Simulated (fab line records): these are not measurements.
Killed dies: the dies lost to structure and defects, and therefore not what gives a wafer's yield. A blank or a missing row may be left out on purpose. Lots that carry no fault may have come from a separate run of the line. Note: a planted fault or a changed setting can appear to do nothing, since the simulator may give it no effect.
fab line records ; flow n5Finfet
[record] lots = 7; wafers = 21
route steps=1938 shown ZERO_LAYER@9 WELL_APT@21 DUMMY_GATE@215 SD_EPI_N@263 SD_EPI_P@321 SD_ACTIVATION@331 HKMG_FIN@403 GATE_CUT@478
startH: hours from the record's opening day to when the first of the lot's shown wafers began ; waitH: hours from the lot's prior step to this one ; " unchanged from the row above ; L1.1+2: a single row standing in for several wafers ; - value missing, or start not given ; * or withheld: withheld ; < > ~ a bound
route shown NAME@n: NAME is a module with steps in the file, n the number in the route of the first one ; usual: mean/standard deviation taken from wafers without a fault ; same: alike in all rows ; chamber/n: place in a boat ; sites: each site's reading ; _std_site: the standard deviation of these ; _edge_site: the outer-site mean with the inner-site mean subtracted ; radiusMm: for every site, how far away it sits from the centre of the wafer ; mask NAME#n: copy n ; behind: the most recent tool/chamber to have shaped the wafer ; hold: why the lot went on hold/how many hours it stayed there/how the hold came to an end ; device: which transistor (n, p or np) failed to switch ; end of line: tests of these same wafers at the route's end ; step lacking rows: just its recipe ; killed: at the first sort, the dies lost to defects and structure; wafer yield is something else ; map: a wafer's dies, marking killed ones x, the rest . and places with no die _
set.NAME: setting as actually run; set.NAME@STEP: the setting as run at that earlier step ; model.NAME: the simulator's own value behind a step, which no gauge read
lots where settings were altered on purpose, with a table for each step and a row for each wafer
[[steps]]
[step N5_ZERO_LAYER_EXPOSE_08]
[recipe] maskId = ZERO; na = 0.55; sourceShape = conventional; sigmaOuter = 0.8; polarization = unpolarized; defocusNm = 0; targetCdNm = 2000; doseMj = 16.2
lot.wafer;tool;chamber;startH;waitH;mask;set.doseMj
L076.2;krfScanner-01;0;24.62;-;ZERO#0;16.2
L076.4+6;krfScanner-01;0;24.62;-;ZERO#0;16.58
L083.1;krfScanner-02;0;66.78;-;ZERO#0;17.05
L083.4+5;krfScanner-02;0;66.78;-;ZERO#0;16.2
L085.1+5+6;krfScanner-01;0;78.63;-;ZERO#0;16.2
L086.2+3+6;krfScanner-02;0;84.61;-;ZERO#0;16.2
L088.2+4;krfScanner-02;0;96.60;-;ZERO#0;15.83
L088.3;krfScanner-02;0;96.60;-;ZERO#0;16.2
L089.2+4;krfScanner-01;0;102.60;-;ZERO#0;16.2
L089.6;krfScanner-01;0;102.60;-;ZERO#0;15.13
L096.1+2;krfScanner-02;0;144.61;-;ZERO#0;16.2
L096.6;krfScanner-02;0;144.61;-;ZERO#0;15.61
[step N5_ZERO_LAYER_PEB_09]
[recipe] pebTempC = withheld; pebTimeS = *
[step N5_ZERO_LAYER_DEVELOP_10]
[recipe] developTimeS = 60; rinseLiquid = diw; dry = airSpin; devTempC = 21
[step N5_ZERO_LAYER_HARDBAKE_23]
[recipe] tempC = 130; timeS = 120
[step N5_ZERO_LAYER_CD_MEAS_11]
[recipe] targetCdNm = 2000; landingEnergyEv = 500; detector = seInlens
[usual] cdNm = 2000.0/2.6
lot.wafer;tool;chamber;startH;waitH;set.doseMj@ZERO_LAYER_EXPOSE_08;cdNm
L076.2;cdSem-02;0;24.79;-;16.2;1999.3
L076.4;cdSem-02;0;24.79;-;16.58;2006.7
L076.6;cdSem-02;0;24.79;-;16.58;2006.4
L083.1;cdSem-02;0;66.96;-;17.05;2013.1
L083.4;cdSem-02;0;66.96;-;16.2;2005.3
L083.5;cdSem-02;0;66.96;-;16.2;2003.4
L085.1;cdSem-01;0;78.81;-;16.2;1999.3
L085.5;cdSem-01;0;78.81;-;16.2;1996.0
L085.6;cdSem-01;0;78.81;-;16.2;1995.6
L086.2;cdSem-03;0;84.78;-;16.2;2003.7
L086.3;cdSem-03;0;84.78;-;16.2;2001.3
L086.6;cdSem-03;0;84.78;-;16.2;2000.9
L088.2;cdSem-01;0;96.77;-;15.83;1991.7
L088.3;cdSem-01;0;96.77;-;16.2;1999.4
L088.4;cdSem-01;0;96.77;-;15.83;1991.7
L089.2;cdSem-02;0;102.77;-;16.2;1996.7
L089.4;cdSem-02;0;102.77;-;16.2;1998.5
L089.6;cdSem-02;0;102.77;-;15.13;1985.0
L096.1;cdSem-03;0;144.79;-;16.2;1999.2
L096.2;cdSem-03;0;144.79;-;16.2;2000.9
L096.6;cdSem-03;0;144.79;-;15.61;1991.3
[step N5_WELL_APT_COAT_02]
[recipe] spinRpm = 1357; resistThkNm = 950
lot.wafer;tool;chamber;startH;waitH;set.spinRpm;model.coat_of_WELL_APT_COAT_02.thkNm
L076.2;lithoTrack-02;0;-;-;1357;953.6
L076.4;lithoTrack-02;0;-;-;1357;954.2
L076.6;lithoTrack-02;0;-;-;1357;957.2
L083.1;lithoTrack-05;0;-;-;1357;952
L083.4;lithoTrack-05;0;-;-;1357;954.3
L083.5;lithoTrack-05;0;-;-;1357;952.6
L085.1;lithoTrack-05;0;-;-;1357;944.1
L085.5;lithoTrack-05;0;-;-;1357;948.2
L085.6;lithoTrack-05;0;-;-;1357;949
L086.2;lithoTrack-02;0;-;-;1220;1003
L086.3;lithoTrack-02;0;-;-;1357;952.1
L086.6;lithoTrack-02;0;-;-;1357;950.9
L088.2;lithoTrack-02;0;-;-;1357;952.1
L088.3;lithoTrack-02;0;-;-;1357;953.2
L088.4;lithoTrack-02;0;-;-;1446;925.8
L089.2;lithoTrack-05;0;-;-;1357;947.9
L089.4;lithoTrack-05;0;-;-;1357;953.3
L089.6;lithoTrack-05;0;-;-;1357;949.3
L096.1;lithoTrack-05;0;-;-;1499;900.1
L096.2;lithoTrack-05;0;-;-;1357;951.4
L096.6;lithoTrack-05;0;-;-;1357;949.6
[step N5_DUMMY_GATE_CVD_03]
[recipe] material = a-Si; targetThkA = 1500; tempC = 530; precursor = SiH4; timeS = 8042
lot.wafer;tool;chamber;startH;waitH;set.tempC;model.a-Si_of_DUMMY_GATE_CVD_03.thkNm
L076.2;-;-;-;0.1;512.7;93.2
L076.4+6;-;-;-;0.1;512.7;92.2
L083.1;-;-;-;0.1;507;77
L083.4;-;-;-;0.1;507;76.8
L083.5;-;-;-;0.1;507;78
L085.1;lpcvd-02;1/90;103.07;0.1;530;150
L085.5;lpcvd-02;1/109;103.07;0.1;530;150.6
L085.6;lpcvd-02;1/114;103.07;0.1;530;149.6
L086.2;-;-;-;0.1;530;151.2
L086.3;-;-;-;0.1;530;150
L086.6;-;-;-;0.1;530;152.2
L088.2;-;-;-;0.6;539.5;193.4
L088.3;-;-;-;0.6;539.5;192.2
L088.4;-;-;-;0.6;539.5;192.6
L089.2;-;-;-;0.1;513.7;93.4
L089.4;-;-;-;0.1;513.7;94.2
L089.6;-;-;-;0.1;513.7;94
L096.1+6;-;-;-;0.1;547.2;238.6
L096.2;-;-;-;0.1;547.2;239.6
[step N5_SD_EPI_N_COAT_33]
[recipe] resist = SiARC; tempC = 220; timeS = 60; spinRpm = 1500; resistThkNm = 35
lot.wafer;tool;chamber;startH;waitH;set.spinRpm;model.SiARC_of_SD_EPI_N_COAT_33.thkNm
L076.2;lithoTrack-02;0;-;-;1640;33.6
L076.4;lithoTrack-02;0;-;-;1500;35.2
L076.6;lithoTrack-02;0;-;-;1500;35
L083.1;lithoTrack-05;0;-;-;1598;34
L083.4+5;lithoTrack-05;0;-;-;1500;35
L085.1;lithoTrack-02;0;-;-;1500;34.8
L085.5;lithoTrack-02;0;-;-;1500;35
L085.6;lithoTrack-02;0;-;-;1500;35.2
L086.2+3+6;lithoTrack-02;0;-;-;1500;34.8
L088.2+3+4;lithoTrack-05;0;-;-;1500;35
L089.2;lithoTrack-04;0;-;-;1558;34.4
L089.4;lithoTrack-04;0;-;-;1500;35.2
L089.6;lithoTrack-04;0;-;-;1500;35
L096.1;lithoTrack-02;0;-;-;1500;35
L096.2+6;lithoTrack-02;0;-;-;1408;36
[step N5_SD_EPI_N_DEVELOP_08]
[recipe] developTimeS = 30; developer = TMAH; resist = CAR-ArF-block; devTempC = 23; rinseLiquid = diw; dry = airSpin
lot.wafer;tool;chamber;startH;waitH;set.developTimeS
L076.2+6;lithoTrack-05;0;-;-;26.02
L076.4;lithoTrack-05;0;-;-;30
L083.1+4+5;lithoTrack-02;0;-;-;30
L085.1+5+6;lithoTrack-05;0;-;-;30
L086.2+3;lithoTrack-04;0;-;-;30
L086.6;lithoTrack-04;0;-;-;32.95
L088.2+3+4;lithoTrack-02;0;-;-;30
L089.2+6;lithoTrack-02;0;-;-;24.06
L089.4;lithoTrack-02;0;-;-;30
L096.1+2+6;lithoTrack-02;0;-;-;30
[step N5_SD_EPI_N_DESCUM_14]
[recipe] chemistry = O2; timeS = 7.9; sourcePowerW = 50; biasPowerW = 20; pressureMtorr = 20; rfFrequencyHz = 2.712e+07; tempC = 40; resist = CAR-ArF-block; o2FlowSccm = 225
[step N5_SD_EPI_N_ETCH_34]
[recipe] chemistry = CF4; target = SiARC; targetDepthA = 455; maskMaterial = CAR-ArF-block; timeS = 75.8; ionEnergyEv = 80; pressureMtorr = 40; sourceW = 545; biasW = 36; Ar_flow_sccm = 100; cf4FlowSccm = 100; ends = cleared
lot.wafer;tool;chamber;startH;waitH;set.spinRpm@SD_EPI_N_COAT_33;model.CAR-ArF-block_of_SD_EPI_N_COAT_03.thkNm;model.etch.depthNm
L076.2;rieDiel-05;2;65.31;0.0;1640;112.8;33.54
L076.4;rieDiel-05;0;65.31;0.0;1500;111.4;35.16
L076.6;rieDiel-05;3;65.31;0.0;1500;111.6;35.03
L083.1;rieDiel-04;3;105.21;0.0;1598;112;34.03
L083.4;rieDiel-04;1;105.21;0.0;1500;111;35.04
L083.5;rieDiel-04;2;105.21;0.0;1500;110.8;35.01
L085.1;rieDiel-01;1;114.18;0.0;1500;111.8;34.88
L085.5;rieDiel-01;3;114.18;0.0;1500;111;34.96
L085.6;rieDiel-01;2;114.18;0.0;1500;111;35.12
L086.2;rieDiel-05;1;125.84;0.0;1500;110.8;34.87
L086.3;rieDiel-05;2;125.84;0.0;1500;111;34.83
L086.6;rieDiel-05;1;125.84;0.0;1500;111;34.87
L088.2;rieDiel-01;1;132.55;0.0;1500;111.4;35.08
L088.3;rieDiel-01;3;132.55;0.0;1500;111.2;35.03
L088.4;rieDiel-01;0;132.55;0.0;1500;111.2;35.1
L089.2;rieDiel-04;0;139.74;0.0;1558;111.2;34.48
L089.4;rieDiel-04;3;139.74;0.0;1500;110.8;35.11
L089.6;rieDiel-04;0;139.74;0.0;1500;111;35.02
L096.1;rieDiel-01;1;183.42;0.0;1500;111.2;34.92
L096.2;rieDiel-01;2;183.42;0.0;1408;110.4;35.98
L096.6;rieDiel-01;3;183.42;0.0;1408;110.2;35.97
[step N5_SD_EPI_P_EPI_21]
[recipe] material = SiGe:B; dopant = B; tempC = 550; pressureTorr = 20; ambient = H2; timeS = 355
lot.wafer;tool;chamber;startH;waitH;set.timeS;model.SiGe-B_of_SD_EPI_P_EPI_21.thkNm
L076.2;epiRpcvd-02;0;71.42;0.5;355;62.6
L076.4;epiRpcvd-02;0;71.42;0.5;355;62
L076.6;epiRpcvd-02;0;71.42;0.5;355;62.2
L083.1;epiRpcvd-03;0;111.09;0.2;355;60.6
L083.4+5;epiRpcvd-03;0;112.53;1.5;355;61.2
L085.1;epiRpcvd-01;0;120.23;0.1;355;60.4
L085.5;epiRpcvd-01;0;121.67;1.5;355;60.6
L085.6;epiRpcvd-01;0;121.67;1.5;355;61.6
L086.2;epiRpcvd-02;0;131.98;0.5;294.9;54.4
L086.3;epiRpcvd-02;0;131.98;0.5;355;61.4
L086.6;epiRpcvd-02;0;133.42;1.8;294.9;54.6
L088.2;epiRpcvd-01;0;138.53;0.5;407.1;69.2
L088.3;epiRpcvd-01;0;138.53;0.5;355;61.8
L088.4;epiRpcvd-01;0;138.53;0.5;355;62.2
L089.2;epiRpcvd-01;0;145.86;0.5;355;61.8
L089.4;epiRpcvd-01;0;145.86;0.5;320;57.2
L089.6;epiRpcvd-01;0;145.86;0.5;355;61
L096.1;epiRpcvd-01;0;190.02;0.1;355;61.2
L096.2;epiRpcvd-01;0;190.02;0.1;383.4;64.2
L096.6;epiRpcvd-01;0;191.82;1.8;383.4;64
[step N5_SD_EPI_P_EPI_MEAS_23]
[recipe] mode = xrd
[usual] thkNm = 61.0/1.3
lot.wafer;tool;chamber;startH;waitH;set.timeS@SD_EPI_P_EPI_21;thkNm
L076.2;filmMetro-01;-;73.25;1.5;355;63.8
L076.4;filmMetro-01;-;73.25;1.5;355;59.3
L076.6;filmMetro-01;-;73.25;1.5;355;62.8
L083.1;filmMetro-01;-;114.00;2.4;355;60.9
L083.4;filmMetro-01;-;114.00;2.4;355;61.4
L083.5;filmMetro-01;-;114.00;2.4;355;61.8
L085.1;filmMetro-01;-;122.42;1.8;355;59.9
L085.5;filmMetro-01;-;122.42;1.8;355;60.7
L085.6;filmMetro-01;-;122.42;1.8;355;62.1
L086.2;filmMetro-02;-;133.82;1.5;294.9;55.3
L086.3;filmMetro-02;-;133.82;1.5;355;61.5
L086.6;filmMetro-02;-;133.82;1.5;294.9;54.0
L088.2;filmMetro-02;-;140.37;1.5;407.1;68.4
L088.3;filmMetro-02;-;140.37;1.5;355;61.0
L088.4;filmMetro-02;-;140.37;1.5;355;62.4
L089.2;filmMetro-01;-;147.69;1.5;355;62.5
L089.4;filmMetro-01;-;147.69;1.5;320;56.6
L089.6;filmMetro-01;-;147.69;1.5;355;60.7
L096.1;filmMetro-01;-;192.22;1.8;355;61.1
L096.2;filmMetro-01;-;192.22;1.8;383.4;63.9
L096.6;filmMetro-01;-;192.22;1.8;383.4;63.2
[step N5_SD_EPI_P_HM_STRIP_48]
[recipe] chemistry = H3PO4; tempC = 160; material = SiNx; target = SiNx; targetDepthA = 30; overetchFraction = 0.3
lot.wafer;tool;chamber;startH;waitH;set.timeS@SD_EPI_P_EPI_21;model.SiGe-B_of_SD_EPI_P_EPI_21.thkNm
L076.2;wetBench-02;2;73.29;0.0;355;62.4
L076.4;wetBench-02;0;73.29;0.0;355;61.6
L076.6;wetBench-02;7;73.29;0.0;355;62
L083.1;wetBench-03;2;114.04;0.0;355;60.2
L083.4+5;wetBench-03;6,1;114.04;0.0;355;61
L085.1+5;wetBench-03;6,5;122.46;0.0;355;60.2
L085.6;wetBench-03;4;122.46;0.0;355;61.4
L086.2+6;wetBench-03;4,1;133.85;0.0;294.9;54.2
L086.3;wetBench-03;7;133.85;0.0;355;61
L088.2;wetBench-03;2;140.40;0.0;407.1;68.8
L088.3;wetBench-03;5;140.40;0.0;355;61.6
L088.4;wetBench-03;4;140.40;0.0;355;62
L089.2;wetBench-01;2;147.73;0.0;355;61.4
L089.4;wetBench-01;3;147.73;0.0;320;57
L089.6;wetBench-01;0;147.73;0.0;355;60.8
L096.1;wetBench-02;1;192.25;0.0;355;61
L096.2;wetBench-02;4;192.25;0.0;383.4;64
L096.6;wetBench-02;3;192.25;0.0;383.4;63.6
[step N5_SD_ACTIVATION_LSA_01]
[recipe] tempC = 1080; timeS = 0.0008; ambient = N2
[usual] wafer_temp_C_max = 1085.6/1.3
lot.wafer;tool;chamber;startH;waitH;set.tempC;wafer_temp_C_max
L076.2;laserAnneal-01;0;73.69;0.2;1057;1062.3
L076.4;laserAnneal-01;0;73.69;0.2;1057;1063.2
L076.6;laserAnneal-01;0;73.69;0.2;1080;1083.7
L083.1;laserAnneal-02;0;114.42;0.2;1080;1083.8
L083.4;laserAnneal-02;0;114.42;0.2;1067;1072.2
L083.5;laserAnneal-02;0;114.42;0.2;1080;1084.2
L085.1;laserAnneal-02;0;122.82;0.2;1080;1084.4
L085.5;laserAnneal-02;0;122.82;0.2;1080;1085.8
L085.6;laserAnneal-02;0;122.82;0.2;1080;1084.8
L086.2;laserAnneal-01;0;134.25;0.2;1112;1118.4
L086.3;laserAnneal-01;0;134.25;0.2;1080;1086.4
L086.6;laserAnneal-01;0;134.25;0.2;1112;1119.5
L088.2;laserAnneal-01;0;140.96;0.2;1080;1086.8
L088.3;laserAnneal-01;0;140.96;0.2;1080;1084.7
L088.4;laserAnneal-01;0;140.96;0.2;1080;1086.6
L089.2;laserAnneal-02;0;148.12;0.2;1057;1063.7
L089.4;laserAnneal-02;0;148.12;0.2;1057;1061.2
L089.6;laserAnneal-02;0;148.12;0.2;1080;1083.5
L096.1;laserAnneal-01;0;192.70;0.2;1105;1111.2
L096.2;laserAnneal-01;0;192.70;0.2;1080;1085.6
L096.6;laserAnneal-01;0;192.70;0.2;1105;1111.3
[step N5_HKMG_FIN_ETCH_55]
[recipe] chemistry = N2/H2; target = SOC; targetDepthA = 2400; tempC = 40; timeS = 300; ionEnergyEv = 200; maskMaterial = SiARC; pressureMtorr = 30; sourceW = 840; biasW = 150; n2FlowSccm = 200; h2FlowSccm = 200
[usual] rfVppV = 523.3/2.3
lot.wafer;tool;chamber;startH;waitH;set.biasW;rfVppV
L076.2;rieDiel-04;1;86.54;0.0;172.2;569.2
L076.4;rieDiel-04;0;86.54;0.0;150;523.2
L076.6;rieDiel-04;3;86.54;0.0;150;525.3
L083.1;rieDiel-05;1;131.19;0.0;150;520.0
L083.4;rieDiel-05;1;131.19;0.0;150;521.8
L083.5;rieDiel-05;2;131.19;0.0;150;525.8
L085.1;rieDiel-04;3;136.95;0.0;150;526.8
L085.5;rieDiel-04;3;136.95;0.0;150;526.7
L085.6;rieDiel-04;2;136.95;0.0;150;520.0
L086.2;rieDiel-05;1;147.67;0.0;150;519.2
L086.3;rieDiel-05;3;147.67;0.0;150;519.5
L086.6;rieDiel-05;3;147.67;0.0;150;520.0
L088.2;rieDiel-04;0;154.14;0.0;150;522.1
L088.3;rieDiel-04;3;154.14;0.0;150;525.0
L088.4;rieDiel-04;0;154.14;0.0;150;522.3
L089.2;rieDiel-01;0;161.57;0.0;150;523.2
L089.4;rieDiel-01;3;161.57;0.0;150;524.5
L089.6;rieDiel-01;1;161.57;0.0;150;526.1
L096.1;rieDiel-01;0;206.05;0.0;135.2;489.4
L096.2;rieDiel-01;1;206.05;0.0;135.2;492.8
L096.6;rieDiel-01;1;206.05;0.0;150;525.2
[step N5_HKMG_FIN_ETCH_58]
[recipe] chemistry = N2/H2; target = SOC; targetDepthA = 2158; ionEnergyEv = 50; biasW = 13; timeS = 741; pressureMtorr = 30; sourceW = 875; n2FlowSccm = 200; h2FlowSccm = 200
[usual] rfVppV = 99.0/0.89
lot.wafer;tool;chamber;startH;waitH;set.biasW;rfVppV
L076.2;rieDiel-04;1;86.75;0.0;12.22;93.4
L076.4;rieDiel-04;0;86.75;0.0;12.22;94.8
L076.6;rieDiel-04;3;86.75;0.0;13;100.3
L083.1;rieDiel-05;1;131.40;0.0;10.8;87.6
L083.4;rieDiel-05;1;131.40;0.0;13;98.6
L083.5;rieDiel-05;2;131.40;0.0;13;100.4
L085.1;rieDiel-04;3;137.16;0.0;13;99.7
L085.5;rieDiel-04;3;137.16;0.0;13;99.6
L085.6;rieDiel-04;2;137.16;0.0;13;99.1
L086.2;rieDiel-05;1;147.88;0.0;13;98.1
L086.3;rieDiel-05;3;147.88;0.0;13;97.3
L086.6;rieDiel-05;3;147.88;0.0;13;98.9
L088.2;rieDiel-04;0;154.35;0.0;13;98.0
L088.3;rieDiel-04;3;154.35;0.0;13;99.8
L088.4;rieDiel-04;0;154.35;0.0;13;98.6
L089.2;rieDiel-01;0;161.78;0.0;13;98.1
L089.4;rieDiel-01;3;161.78;0.0;13;97.3
L089.6;rieDiel-01;1;161.78;0.0;12.4;95.9
L096.1;rieDiel-01;0;206.26;0.0;13;99.3
L096.2;rieDiel-01;1;206.26;0.0;11.05;88.7
L096.6;rieDiel-01;1;206.26;0.0;11.05;89.4
[step N5_GATE_CUT_COAT_34]
[recipe] resist = SOC; tempC = 250; timeS = 60; spinRpm = 1500; resistThkNm = 60
lot.wafer;tool;chamber;startH;waitH;set.spinRpm;model.SOC_of_GATE_CUT_COAT_34.thkNm
L076.2+6;lithoTrack-02;0;97.80;0.1;1500;60
L076.4;lithoTrack-02;0;97.80;0.1;1630;57.6
L083.1;lithoTrack-01;0;142.58;0.1;1500;59.8
L083.4;lithoTrack-01;0;142.58;0.1;1500;60
L083.5;lithoTrack-01;0;142.58;0.1;1661;57
L085.1+6;lithoTrack-03;0;148.84;0.1;1500;60
L085.5;lithoTrack-03;0;148.84;0.1;1500;59.8
L086.2;lithoTrack-01;0;158.87;0.0;1500;59.8
L086.3+6;lithoTrack-01;0;158.87;0.0;1500;60
L088.2+3;lithoTrack-03;0;165.67;0.0;1500;60.2
L088.4;lithoTrack-03;0;165.67;0.0;1500;60.4
L089.2;lithoTrack-01;0;172.78;0.0;1600;58.2
L089.4+6;lithoTrack-01;0;172.78;0.0;1500;60.2
L096.1+2+6;lithoTrack-03;0;218.26;0.0;1333;63.6
[[key]]
[split] step = N5_ZERO_LAYER_EXPOSE_08; setting = doseMj; stated = 16.2; by = wafer
[response] step = N5_ZERO_LAYER_CD_MEAS_11; reading = cdNm; change = +2.05; per = 1%; r = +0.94
[split] step = N5_WELL_APT_COAT_02; setting = spinRpm; stated = 1357; by = wafer
[response] step = N5_WELL_APT_COAT_02; reading = model.coat_of_WELL_APT_COAT_02.thkNm; change = -4.82; per = 1%; r = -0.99
[split] step = N5_DUMMY_GATE_CVD_03; setting = tempC; stated = 530; by = lot
[response] step = N5_DUMMY_GATE_CVD_03; reading = model.a-Si_of_DUMMY_GATE_CVD_03.thkNm; change = +20.7; per = 1%; r = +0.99
[split] step = N5_SD_EPI_N_COAT_33; setting = spinRpm; stated = 1500; by = wafer
[response] step = N5_SD_EPI_N_COAT_33; reading = model.SiARC_of_SD_EPI_N_COAT_33.thkNm; change = -0.161; per = 1%; r = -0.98
[response] step = N5_SD_EPI_N_ETCH_34; reading = model.CAR-ArF-block_of_SD_EPI_N_COAT_03.thkNm; change = +0.143; per = 1%; r = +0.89
[response] step = N5_SD_EPI_N_ETCH_34; reading = model.etch.depthNm; change = -0.163; per = 1%; r = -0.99
[split] step = N5_SD_EPI_N_DEVELOP_08; setting = developTimeS; stated = 30; by = wafer
response none clear
[split] step = N5_SD_EPI_P_EPI_21; setting = timeS; stated = 355; by = wafer
[response] step = N5_SD_EPI_P_EPI_21; reading = model.SiGe-B_of_SD_EPI_P_EPI_21.thkNm; change = +0.433; per = 1%; r = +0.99
[response] step = N5_SD_EPI_P_EPI_MEAS_23; reading = thkNm; change = *; per = 1%; r = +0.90
[response] step = N5_SD_EPI_P_HM_STRIP_48; reading = model.SiGe-B_of_SD_EPI_P_EPI_21.thkNm; change = +0.423; per = 1%; r = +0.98
[split] step = N5_SD_ACTIVATION_LSA_01; setting = tempC; stated = 1080; by = wafer
[response] step = N5_SD_ACTIVATION_LSA_01; reading = wafer_temp_C_max; change = *; per = 1%; r = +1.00
[split] step = N5_HKMG_FIN_ETCH_55; setting = biasW; stated = 150; by = wafer
[response] step = N5_HKMG_FIN_ETCH_55; reading = rfVppV; change = +3.17; per = 1%; r = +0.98
[split] step = N5_HKMG_FIN_ETCH_58; setting = biasW; stated = 13; by = wafer
[response] step = N5_HKMG_FIN_ETCH_58; reading = rfVppV; change = +0.705; per = 1%; r = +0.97
[split] step = N5_GATE_CUT_COAT_34; setting = spinRpm; stated = 1500; by = wafer
[response] step = N5_GATE_CUT_COAT_34; reading = model.SOC_of_GATE_CUT_COAT_34.thkNm; change = -0.278; per = 1%; r = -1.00
